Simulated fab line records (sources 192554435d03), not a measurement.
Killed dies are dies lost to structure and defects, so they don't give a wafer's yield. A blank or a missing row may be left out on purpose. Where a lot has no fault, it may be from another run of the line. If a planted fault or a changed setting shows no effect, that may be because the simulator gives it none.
fab line records | flow n5Finfet
[record] lots = 6 wafers = 18 lastDay = 18
route steps=1938 shown BEOL_M4@1108 BEOL_M5@1112 PASSIVATION@1936
lots with no fault: from the same line, run without faults
startH: hours from the record's opening day to when the first of the lot's shown wafers began | waitH: time in hours since the lot's previous step | " as in the row above | L1.1+2: one row covering several wafers at once | - no value, or no start was given | * or withheld: withheld | < > ~ a bound
route shown NAME@n: a module of which the file shows steps, and the number in the route of the first | usual: mean and standard deviation over wafers with no fault | same: alike in all rows | chamber/n: place in a boat | sites: the reading at each site | _std_site: the standard deviation of these | _edge_site: mean of outer sites minus mean of inner sites | radiusMm: how far each site lies from the wafer's centre | mask NAME#n: copy n | behind: the tool/chamber that last shaped the wafer | hold: why the lot went on hold/how many hours it stayed there/how the hold came to an end | device: names the non-switching transistor (n, p or np) | end of line: the same wafers' tests at the end of the route | a step with no rows: only its recipe | killed: at the first sort, the dies lost to defects and structure; wafer yield is something else | map: shows each die of a wafer: x if killed, . if not, _ if none is there
set.NAME: setting as actually run; set.NAME@STEP: the setting as run at that earlier step | model.NAME: the simulator's own value behind a step, which no gauge read
lots seen at some steps along the route; tables by step, rows by wafer
services: a tool's chamber out of use, with start hour (startH, from the record's first day; less than 0 if before it), hours out, and reason
[[steps]]
[step N5_BEOL_M4_DEP_57]
[recipe] material = SiCN targetThkA = 80 tempC = withheld precursor = 3MS/NH3 pressureTorr = 3 rfW = 202 timeS = 14
[step N5_BEOL_M4_RS_MEAS_58]
[recipe] thkMeasGauge = four-point-probe reads = Co_of_BEOL_M4_CO_CAP_55+Cu_of_BEOL_M4_ECD_50+Co_of_BEOL_M4_CVD_47+TaN_of_BEOL_M4_ALD_84
[usual] M4_RS = 0.674/0.029
// columns lot.wafer tool chamber startH waitH M4_RS[ohm/sq]
L600.3 filmMetro-02 - 165.54 0.1 0.691
L600.5 " - " " 0.695
L600.6 " - " " 0.720
L603.3 filmMetro-02 - 200.46 0.1 0.718
L603.4 " - " " 0.665
L603.5 " - " " 0.674
L609.2 filmMetro-02 - 238.71 0.1 0.690
L609.4 " - " " 0.666
L609.6 " - " " 0.686
L610.4 filmMetro-02 - 250.99 0.0 0.662
L610.5 " - " " 0.679
L610.6 " - " " 0.665
L615.1 filmMetro-01 - 273.31 0.1 0.650
L615.4 " - " " 0.672
L615.5 " - " " 0.673
L621.2 filmMetro-02 - 311.69 0.1 0.672
L621.3 " - " " 0.698
L621.6 " - " " 0.672
[step N5_BEOL_M4_INSPECT_59]
[recipe] inspectInstrument = darkfield mode = postDep
[usual] rawDefectCount = 74/23
// columns lot.wafer tool chamber startH waitH rawDefectCount
L600.3 defectInspect-01 - 165.57 0.0 59
L600.5 " - " " 45
L600.6 " - " " 27
L603.3 defectInspect-01 - 200.49 0.0 39
L603.4 " - " " 63
L603.5 " - " " 49
L609.2 defectInspect-02 - 238.74 0.0 56
L609.4 " - " " 59
L609.6 " - " " 108
L610.4 defectInspect-02 - 251.02 0.0 57
L610.5 " - " " 80
L610.6 " - " " 80
L615.1 defectInspect-02 - 273.34 0.0 46
L615.4 " - " " 57
L615.5 " - " " 148
L621.2 defectInspect-02 - 311.72 0.0 82
L621.3 " - " " 107
L621.6 " - " " 76
[step N5_BEOL_M4_RC_MEAS_101]
[usual] DIBL_N = 35.8/1.8 DIBL_P = 35.9/2.2 IOFF_N = 0.16/0.035 IOFF_P = 0.21/0.04 ION_N = 672/11 ION_P = 461/7.4 SS_N = 71.4/0.64 SS_P = 73.2/0.67 VT_N = 250/3.5 VT_P = -251/3.4
// columns lot.wafer tool chamber startH waitH DIBL_N[mV/V] DIBL_P[mV/V] IOFF_N[nA/um] IOFF_P[nA/um] ION_N[uA/um] ION_P[uA/um] SS_N[mV/dec] SS_P[mV/dec] VT_N[mV] VT_P[mV]
L600.3 prober-02 0 166.08 0.5 34.0 34.0 0.12 0.18 662 454 71.3 72.9 255 -252
L600.5 " 0 " " 36.7 36.9 0.16 0.23 676 465 70.9 73.5 251 -249
L600.6 " 0 " " 33.0 32.3 0.11 0.16 674 460 71.3 72.9 254 -256
L603.3 prober-01 0 200.82 0.3 33.9 34.2 0.12 0.18 660 460 71.9 73.0 252 -252
L603.4 " 0 " " 36.0 35.9 0.15 0.20 662 455 72.1 73.7 253 -251
L603.5 " 0 " " 33.7 33.1 0.12 0.16 644 446 71.0 72.1 255 -252
L609.2 prober-02 0 238.92 0.2 34.1 34.0 0.13 0.16 673 455 71.6 72.8 253 -257
L609.4 " 0 " " 36.2 34.3 0.15 0.18 663 449 71.9 73.0 252 -252
L609.6 " 0 " " 35.1 35.3 0.13 0.18 667 455 71.2 73.0 252 -251
L610.4 prober-02 0 251.51 0.5 35.0 34.2 0.12 0.18 650 452 70.9 73.1 256 -254
L610.5 " 0 " " 33.5 32.6 0.11 0.16 661 454 70.9 72.0 252 -254
L610.6 " 0 " " 36.3 36.6 0.15 0.22 666 458 70.8 73.9 252 -249
L615.1 prober-01 0 273.36 0.0 35.3 34.5 0.14 0.15 674 447 70.9 72.8 252 -259
L615.4 " 0 " " 35.0 34.2 0.13 0.15 663 447 70.7 72.6 256 -260
L615.5 " 0 " " 33.5 32.8 0.11 0.13 656 444 70.4 73.1 256 -258
L621.2 prober-02 0 311.90 0.2 34.7 34.3 0.12 0.19 668 464 71.0 72.5 252 -254
L621.3 " 0 " " 34.1 33.1 0.11 0.17 656 458 71.3 72.1 254 -255
L621.6 " 0 " " 32.9 32.5 0.10 0.17 659 462 70.3 72.9 254 -253
[step N5_BEOL_M5_ILD_DEP_00]
[recipe] material = SiCOH_lowk targetThkA = 1406.4 tempC = 300 precursor = DEMS/porogen pressureTorr = 5 rfW = 500 timeS = 25.9
[usual] chamberPressureTorr = 4.998/0.012 heaterPowerW = 309/62 showerheadPlenumPTorr = 5.746/0.016 throttleValvePct = 13.9/0.31
// columns lot.wafer tool chamber startH waitH chamberPressureTorr heaterPowerW showerheadPlenumPTorr throttleValvePct
L600.3 pecvd-04 1 166.73 0.5 5.018 325 5.745 13.7
L600.5 " 1 " " 5.011 329 5.745 13.6
L600.6 " 2 " " 4.986 313 5.732 13.5
L603.3 pecvd-03 1 201.48 0.5 5.012 346 5.743 13.9
L603.4 " 1 " " 5.012 354 5.755 14.1
L603.5 " 0 " " 5.011 292 5.766 14.0
L609.2 pecvd-03 0 239.73 0.7 5.002 312 5.767 14.1
L609.4 " 0 " " 4.989 319 5.771 14.1
L609.6 " 1 " " 5.022 341 5.754 13.8
L610.4 pecvd-04 2 252.02 0.4 5.004 304 5.726 13.9
L610.5 " 1 " " 4.989 279 5.743 13.7
L610.6 " 0 " " 4.992 244 5.749 13.5
L615.1 pecvd-04 2 274.32 0.8 5.008 300 5.742 14.2
L615.4 " 1 " " 5.002 326 5.752 13.8
L615.5 " 2 " " 5.000 313 5.727 14.1
L621.2 pecvd-04 1 312.71 0.7 4.990 283 5.737 14.1
L621.3 " 2 " " 4.993 322 5.732 14.0
L621.6 " 2 " " 4.994 320 5.724 13.8
[step N5_BEOL_M5_CURE_79]
[recipe] tempC = 385 timeS = 240 ambient = He/Ar material = SiCOH_lowk
[usual] lampPowerPct = 52.31/0.053 wafer_temp_C_max = 386.7/0.53
// columns lot.wafer tool chamber startH waitH lampPowerPct wafer_temp_C_max
L600.3 uvCure-02 0 166.95 0.2 52.26 386.3
L600.5 " 0 " " 52.27 386.3
L600.6 " 0 " " 52.31 386.5
L603.3 uvCure-03 0 201.70 0.2 52.35 386.2
L603.4 " 0 " " 52.42 386.2
L603.5 " 0 " " 52.34 386.4
L609.2 uvCure-02 1 239.89 0.1 52.30 387.4
L609.4 " 1 " " 52.17 387.6
L609.6 " 1 " " 52.30 387.2
L610.4 uvCure-03 2 252.55 0.5 52.30 386.2
L610.5 " 2 " " 52.22 386.3
L610.6 " 2 " " 52.30 386.3
L615.1 uvCure-03 1 274.38 0.0 52.38 387.8
L615.4 " 1 " " 52.30 386.4
L615.5 " 1 " " 52.30 387.0
L621.2 uvCure-02 0 312.85 0.1 52.30 387.1
L621.3 " 0 " " 52.33 386.4
L621.6 " 0 " " 52.27 386.9
[step N5_BEOL_M5_THK_MEAS_01]
[recipe] reads = SiCOH_lowk_of_BEOL_M5_ILD_DEP_00
[usual] M5_ILD_THK = 121.0/1.4
// columns lot.wafer tool chamber startH waitH M5_ILD_THK[nm]
L600.3 filmMetro-01 - 167.31 0.3 120.3
L600.5 " - " " 122.6
L600.6 " - " " 121.9
L603.3 filmMetro-02 - 202.06 0.3 119.9
L603.4 " - " " 120.7
L603.5 " - " " 122.1
L609.2 filmMetro-01 - 240.32 0.4 120.2
L609.4 " - " " 121.9
L609.6 " - " " 121.9
L610.4 filmMetro-01 - 253.06 0.4 120.7
L610.5 " - " " 121.9
L610.6 " - " " 121.2
L615.1 filmMetro-01 - 274.90 0.4 120.2
L615.4 " - " " 123.2
L615.5 " - " " 122.6
L621.2 filmMetro-02 - 313.28 0.4 121.3
L621.3 " - " " 119.8
L621.6 " - " " 121.4
[step N5_BEOL_M5_PECVD_70]
[recipe] material = SiO2 targetThkA = 160 tempC = 400 precursor = TEOS/O2 pressureTorr = 5.5 rfW = 450 teosFlowSccm = 53.8 gas = O2 flowSccm = 3000 timeS = 18
[usual] chamberPressureTorr = 5.501/0.013 heaterPowerW = 749/150 showerheadPlenumPTorr = 8.80/0.06 throttleValvePct = 22.4/0.61
// columns lot.wafer tool chamber startH waitH chamberPressureTorr heaterPowerW showerheadPlenumPTorr throttleValvePct
L600.3 pecvd-03 2 167.34 0.0 5.507 539 8.70 23.2
L600.5 " 2 " " 5.503 524 8.69 23.0
L600.6 " 0 " " 5.528 701 8.92 22.5
L603.3 pecvd-04 1 202.09 0.0 5.521 669 8.79 22.2
L603.4 " 1 " " 5.507 663 8.78 22.2
L603.5 " 0 " " 5.490 626 8.82 22.2
L609.2 pecvd-04 0 240.38 0.1 5.490 646 8.81 22.0
L609.4 " 2 " " 5.511 752 8.76 22.3
L609.6 " 0 " " 5.481 640 8.84 22.1
L610.4 pecvd-04 1 253.11 0.1 5.516 781 8.78 22.3
L610.5 " 2 " " 5.486 785 8.76 22.4
L610.6 " 0 " " 5.509 621 8.83 21.8
L615.1 pecvd-03 0 274.93 0.0 5.502 714 8.93 23.2
L615.4 " 1 " " 5.514 719 8.81 22.8
L615.5 " 0 " " 5.499 711 8.92 23.1
L621.2 pecvd-02 0 313.32 0.0 5.482 949 8.79 23.1
L621.3 " 2 " " 5.515 736 8.87 23.2
L621.6 " 2 " " 5.510 734 8.85 23.3
[step N5_BEOL_M5_HM_DEP_02]
[recipe] material = TiN targetThkA = 200 tempC = 25 chamberPressurePa = 0.49996
[usual] throttleValvePct = 29.4/1.1
// columns lot.wafer tool chamber startH waitH throttleValvePct
L600.3 pvdSputter-03 - 167.98 0.6 30.8
L600.5 " - " " 28.9
L600.6 " - " " 28.7
L603.3 pvdSputter-03 - 202.27 0.2 29.0
L603.4 " - " " 28.6
L603.5 " - " " 28.8
L609.2 pvdSputter-03 - 241.30 0.9 28.4
L609.4 " - " " 28.7
L609.6 " - " " 28.7
L610.4 pvdSputter-02 - 255.07 1.9 31.3
L610.5 " - " " 30.4
L610.6 " - " " 29.2
L615.1 pvdSputter-01 - 275.71 0.8 27.6
L615.4 " - " " 27.9
L615.5 " - " " 30.4
L621.2 pvdSputter-02 - 313.94 0.6 29.4
L621.3 " - " " 30.2
L621.6 " - " " 29.2
[step N5_BEOL_M5_COAT_59]
[recipe] resist = SOC tempC = 250 timeS = 60 spinRpm = 1500 resistThkNm = 60
[step N5_BEOL_M5_COAT_60]
[recipe] resist = SiARC tempC = 220 timeS = 60 spinRpm = 1500 resistThkNm = 12
[step N5_BEOL_M5_COAT_71]
[recipe] resist = underlayer tempC = 205 timeS = 60 spinRpm = 1500 resistThkNm = 5
[step N5_BEOL_M5_COAT_05]
[recipe] resist = CAR-EUV spinRpm = 1500 resistThkNm = 30
[usual] spinSpeedRpm = 1500.0/0.87
// columns lot.wafer tool chamber startH waitH spinSpeedRpm model.CAR-EUV_of_BEOL_M5_COAT_05.thkNm
L600.3 lithoTrack-04 0 168.11 - 1499.3 30.2
L600.5 " 0 " " 1499.2 30
L600.6 " 0 " " 1500.0 30.2
L603.3 lithoTrack-05 0 202.41 - 1500.5 30
L603.4 " 0 " " 1500.4 30
L603.5 " 0 " " 1501.0 30
L609.2 lithoTrack-04 0 241.43 - 1284.4 32.4
L609.4 " 0 " " 1284.4 32.6
L609.6 " 0 " " 1283.8 32.4
L610.4 lithoTrack-04 0 255.21 - 1283.8 32.4
L610.5 " 0 " " 1285.2 32.4
L610.6 " 0 " " 1286.7 32.4
L615.1 lithoTrack-03 0 275.85 - 1501.1 30
L615.4 " 0 " " 1498.5 30
L615.5 " 0 " " 1499.7 30
L621.2 lithoTrack-03 0 314.07 - 1499.3 30
L621.3 " 0 " " 1499.3 30
L621.6 " 0 " " 1498.6 30
[step N5_BEOL_M5_EBR_07]
[recipe] solvent = PGMEA ebrWidthMm = 1.5
[step N5_BEOL_M5_SOFTBAKE_06]
[recipe] tempC = 110 timeS = 60 resist = CAR-EUV
[step N5_BEOL_M5_EXPOSE_08]
[recipe] maskId = M5 na = 0.33 sourceShape = annular sigmaInner = 0.4 sigmaOuter = 0.8 polarization = unpolarized targetCdNm = 28 doseMj = 35.75
[step N5_BEOL_M5_PEB_09]
[recipe] pebTempC = 100 pebTimeS = 60 resist = CAR-EUV
[step N5_BEOL_M5_DEVELOP_10]
[recipe] developTimeS = 30 developer = TMAH resist = CAR-EUV rinseLiquid = surfactantRinse dry = airSpin devTempC = 23
[step N5_BEOL_M5_CD_MEAS_11]
[recipe] targetCdNm = 27.74 landingEnergyEv = 500 detector = seInlens
[usual] cdNm = 27.93/0.28
// columns lot.wafer tool chamber startH waitH cdNm
L600.3 cdSem-03 0 168.50 - 27.82
L600.5 " 0 " " 27.81
L600.6 " 0 " " 27.57
L603.3 cdSem-01 0 202.79 - 28.14
L603.4 " 0 " " 28.22
L603.5 " 0 " " 28.11
L609.2 cdSem-03 0 241.82 - 27.96
L609.4 " 0 " " 28.29
L609.6 " 0 " " 28.16
L610.4 cdSem-03 0 255.59 - 28.05
L610.5 " 0 " " 27.82
L610.6 " 0 " " 27.88
L615.1 cdSem-01 0 276.23 - 27.67
L615.4 " 0 " " 27.50
L615.5 " 0 " " 27.64
L621.2 cdSem-02 0 314.33 - 27.51
L621.3 " 0 " " 27.98
L621.6 " 0 " " 27.85
[step N5_BEOL_M5_OVL_MEAS_12]
[recipe] pointsPerWafer = 522
[usual] M5_OVL = -0.7/0.73
// columns lot.wafer tool chamber startH waitH M5_OVL[nm]
L600.3 overlay-01 0 168.54 0.0 1.0
L600.5 " 0 " " -0.1
L600.6 " 0 " " 0.5
L603.3 overlay-01 0 202.83 0.0 0.6
L603.4 " 0 " " -1.0
L603.5 " 0 " " 0.7
L609.2 overlay-01 0 241.85 0.0 -1.4
L609.4 " 0 " " -1.5
L609.6 " 0 " " -0.3
L610.4 overlay-01 0 255.64 0.0 -0.7
L610.5 " 0 " " -0.3
L610.6 " 0 " " -0.7
L615.1 overlay-01 0 276.26 0.0 -0.4
L615.4 " 0 " " -0.2
L615.5 " 0 " " -1.4
L621.2 overlay-02 0 314.36 0.0 1.3
L621.3 " 0 " " 0.4
L621.6 " 0 " " 0.0
[step N5_BEOL_M5_INSPECT_13]
[recipe] mode = adi inspectInstrument = brightfield
[usual] rawDefectCount = 416/86
// columns lot.wafer tool chamber startH waitH rawDefectCount
L600.3 defectInspect-02 - 168.59 0.0 358
L600.5 " - " " 282
L600.6 " - " " 286
L603.3 defectInspect-02 - 202.88 0.0 339
L603.4 " - " " 407
L603.5 " - " " 518
L609.2 defectInspect-01 - 241.90 0.0 312
L609.4 " - " " 294
L609.6 " - " " 518
L610.4 defectInspect-02 - 255.68 0.0 386
L610.5 " - " " 613
L610.6 " - " " 480
L615.1 defectInspect-01 - 276.32 0.1 337
L615.4 " - " " 283
L615.5 " - " " 432
L621.2 defectInspect-02 - 314.42 0.0 289
L621.3 " - " " 503
L621.6 " - " " 334
[step N5_BEOL_M5_DESCUM_16]
[recipe] chemistry = O2 timeS = 7 sourcePowerW = 50 biasPowerW = 20 pressureMtorr = 20 rfFrequencyHz = 2.712e+07 tempC = 40 resist = CAR-EUV o2FlowSccm = 225
[usual] drypumpMotorCurrentA = 5.8/0.44 oesProductAu = 0.80/0.089 rfVppV = 242.4/0.95 showerheadPlenumPTorr = 2.05/0.054 throttleValvePct = 20.51/0.25
// columns lot.wafer tool chamber startH waitH drypumpMotorCurrentA oesProductAu rfHoursCounterH rfVppV showerheadPlenumPTorr throttleValvePct model.CAR-EUV_of_BEOL_M5_COAT_05.thkNm
L600.3 rieDiel-01 2 168.62 0.0 6.1 0.96 5 242.8 2.07 20.53 26.2
L600.5 " 0 " " 6.1 0.94 - 241.3 2.07 20.48 26.2
L600.6 " 1 " " 5.9 0.88 - 243.9 2.01 20.08 26.2
L603.3 rieDiel-06 1 202.91 0.0 5.3 0.71 212 240.5 1.97 20.14 26.2
L603.4 " 3 " " 5.0 0.74 178 242.0 1.98 20.43 26.2
L603.5 " 0 " " 6.2 0.86 - 242.0 2.03 20.11 26
L609.2 rieDiel-01 3 241.95 0.0 6.7 0.72 174 242.9 2.09 20.51 28.4
L609.4 " 1 " " 5.9 0.84 84 241.5 2.01 20.11 28.6
L609.6 " 3 " " 6.7 0.73 - 242.6 2.09 20.51 28.4
L610.4 rieDiel-06 1 256.06 0.4 5.3 0.70 229 241.0 1.96 20.17 28.4
L610.5 " 0 " " 6.2 0.83 - 241.9 2.03 20.13 28.6
L610.6 " 1 " " 5.3 0.69 - 242.5 1.96 20.17 28.4
L615.1 rieDiel-03 0 276.35 0.0 6.0 0.87 55 244.3 2.15 20.66 26.2
L615.4 " 0 " " 6.0 0.88 - 243.6 2.15 20.66 26.2
L615.5 " 1 " " 5.7 0.94 - 242.3 2.04 20.53 26
L621.2 rieDiel-03 3 314.45 0.0 5.0 0.69 243 241.8 1.96 20.47 26.2
L621.3 " 1 " " 5.6 0.91 14 242.6 2.03 20.55 26.2
L621.6 " 1 " " 5.7 0.91 - 241.2 2.03 20.55 26
[step N5_BEOL_M5_ETCH_72]
[recipe] chemistry = N2/H2 target = underlayer targetDepthA = 65 maskMaterial = CAR-EUV timeS = 5.2 ionEnergyEv = 200 pressureMtorr = 30 sourceW = 840 biasW = 150 n2FlowSccm = 200 h2FlowSccm = 200 ends = cleared
[usual] drypumpMotorCurrentA = 5.8/0.44 etchRfOnTimeS = 5.18/0.11 oesProductAu = 0.69/0.076 rfVppV = 522.4/2 showerheadPlenumPTorr = 2.49/0.051 throttleValvePct = 17.93/0.22
// columns lot.wafer tool chamber startH waitH drypumpMotorCurrentA etchRfOnTimeS oesProductAu rfHoursCounterH rfVppV showerheadPlenumPTorr throttleValvePct
L600.3 rieDiel-01 2 168.65 0.0 6.0 4.96 0.83 5 521.5 2.51 17.99
L600.5 " 0 " " 6.1 5.10 0.79 - 523.5 2.49 17.62
L600.6 " 1 " " 5.9 5.08 0.76 - 522.2 2.46 17.50
L603.3 rieDiel-06 1 202.95 0.0 5.3 5.24 0.61 212 518.8 2.42 17.92
L603.4 " 3 " " 5.0 5.18 0.63 178 520.3 2.42 17.99
L603.5 " 0 " " 6.2 5.24 0.73 - 524.2 2.48 17.60
L609.2 rieDiel-01 3 241.99 0.0 6.6 4.96 0.63 174 525.9 2.54 17.93
L609.4 " 1 " " 5.8 5.12 0.72 84 521.1 2.45 17.56
L609.6 " 3 " " 6.7 4.97 0.63 - 521.7 2.54 17.92
L610.4 rieDiel-06 1 256.10 0.0 5.3 5.30 0.59 229 521.4 2.42 17.97
L610.5 " 0 " " 6.2 5.24 0.71 - 521.1 2.47 17.63
L610.6 " 1 " " 5.3 5.30 0.59 - 519.1 2.42 17.98
L615.1 rieDiel-03 0 276.39 0.0 6.0 5.25 0.73 55 524.9 2.58 17.98
L615.4 " 0 " " 6.0 5.28 0.73 - 524.8 2.58 17.98
L615.5 " 1 " " 5.6 5.23 0.82 - 523.0 2.50 18.04
L621.2 rieDiel-03 3 314.48 0.0 5.0 5.25 0.58 243 520.4 2.40 18.03
L621.3 " 1 " " 5.6 5.15 0.79 14 524.8 2.50 18.07
L621.6 " 1 " " 5.7 5.18 0.78 - 520.6 2.50 18.06
[step N5_PASSIVATION_PROBE_49]
[usual] defectLimitedYield = 91.0/1.5 killed_at_M0_to_M3 = 34/9.1 killed_at_M4_up = 14/5.7 killedAtContacts = 13/5.7 killedAtFrontEnd = 42/12 killedAtOther = 4/3.4 killedDies = 106/17 killedOpen = 70/13 killedShort = 34/7.5 sort_bin_5_function = 5.2/0.94 sort_bin_6_memory = 3.4/0.69 sortNPass = 1074/17 sortYieldPct = 91.0/1.5
[same] grossDies = 1180 killedAtBackSide = 0 sort_bin_4_leakage[%] = 0 sort_bin_8_speed[%] = 0
// columns lot.wafer tool chamber startH waitH defectLimitedYield[%] killed_at_M0_to_M3 killed_at_M4_up killedAtContacts killedAtFrontEnd killedAtOther killedDies killedOpen killedShort sort_bin_5_function[%] sort_bin_6_memory[%] sortNPass sortYieldPct[%]
L600.3 prober-02 - 270.20 0.1 92.2 33 11 9 39 0 92 63 28 4.4 3.0 1088 92.2
L600.5 prober-02 - 270.30 0.2 91.3 39 12 17 33 2 103 63 40 4.9 3.2 1077 91.3
L600.6 prober-02 - 270.35 0.3 93.4 29 12 3 33 1 78 45 33 4.1 2.5 1102 93.4
// killed by level:class
L600.3 FIN_SAQP:geometricParticle:open=13 BEOL_M0_SAQP:geometricParticle:open=9 FIN_SAQP:geometricParticle:short=8 BEOL_M1:geometricParticle:open=8 BEOL_M3:geometricParticle:open=8 MOL_CONTACT_COAG:geometricParticle:open=7 BEOL_M0_SAQP:geometricParticle:short=4 BEOL_M4:geometricParticle:short=4
L600.5 MOL_CONTACT_COAG:geometricParticle:open=15 BEOL_M0_SAQP:geometricParticle:short=13 BEOL_M0_SAQP:geometricParticle:open=10 FIN_SAQP:geometricParticle:short=7 STI_FIN_REVEAL:geometricParticle:open=5 BEOL_M1:geometricParticle:open=5 BEOL_M4:geometricParticle:open=4 STARTING-WAFER:geometricParticle:short=4
L600.6 FIN_SAQP:geometricParticle:short=14 BEOL_M1:geometricParticle:open=10 BEOL_M0_SAQP:geometricParticle:short=7 BEOL_M4:geometricParticle:open=6 STI_FIN_REVEAL:geometricParticle:open=4 DUMMY_GATE:geometricParticle:open=4 GATE_CUT:geometricParticle:short=4 BEOL_M2:geometricParticle:open=4
[[services]]
// columns tool chamber startH hours kind
rieDiel-01 2 143.72 - clean
rieDiel-01 2 143.72 - consumableReplace:focusRing
rieDiel-01 2 143.72 12.9 scheduledDown
rieDiel-01 2 143.72 12.9 ventCycle
uvCure-02 - 156.14 2.1 pm
rieDiel-01 3 161.64 11.6 repair
rieDiel-03 3 167.69 6.6 repair
pecvd-02 - 172.67 1.9 repair
rieDiel-06 - 193.26 2.8 pm
uvCure-02 - 202.91 8.6 repair
pecvd-03 2 207.63 5.5 scheduledDown
pecvd-02 - 217.46 14.6 pm
rieDiel-06 1 217.57 10.0 repair
pecvd-04 1 220.31 5.5 scheduledDown
rieDiel-03 3 222.21 10.9 repair
rieDiel-03 1 238.81 - clean
rieDiel-03 1 238.81 - consumableReplace:focusRing
uvCure-02 - 251.35 1.0 pm
rieDiel-03 - 252.59 14.6 pm
pecvd-03 - 261.81 1.5 repair
rieDiel-03 2 270.09 9.5 repair
rieDiel-06 - 278.78 15.6 pm
uvCure-02 - 293.86 0.9 repair
uvCure-03 - 307.51 2.1 pm
[[key]]
[firstSign] step = N5_BEOL_M5_COAT_05 reading = spinSpeedRpm direction = down sigmas = 99+ usual = * struck = *
effect none on later readings
[modelEffect] step = N5_BEOL_M5_COAT_05 value = CAR-EUV_of_BEOL_M5_COAT_05.thkNm without = 30.03 struck = 32.43
[modelEffect] step = N5_BEOL_M5_DESCUM_16 value = CAR-EUV_of_BEOL_M5_COAT_05.thkNm without = 26.03 struck = 28.47
metAt N5_BEOL_M5_COAT_05
struckWafers L609.2,L609.4,L609.6,L610.4,L610.5,L610.6
onsetBetween 168.11 241.43
[fault] kind = processParameterDrift tool = lithoTrack-04 chamber = - onsetH = 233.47 steps = N5_BEOL_M5_COAT_05 channel = spinRpm offset = * shape = step endH = 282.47 actsIn = * stated = *
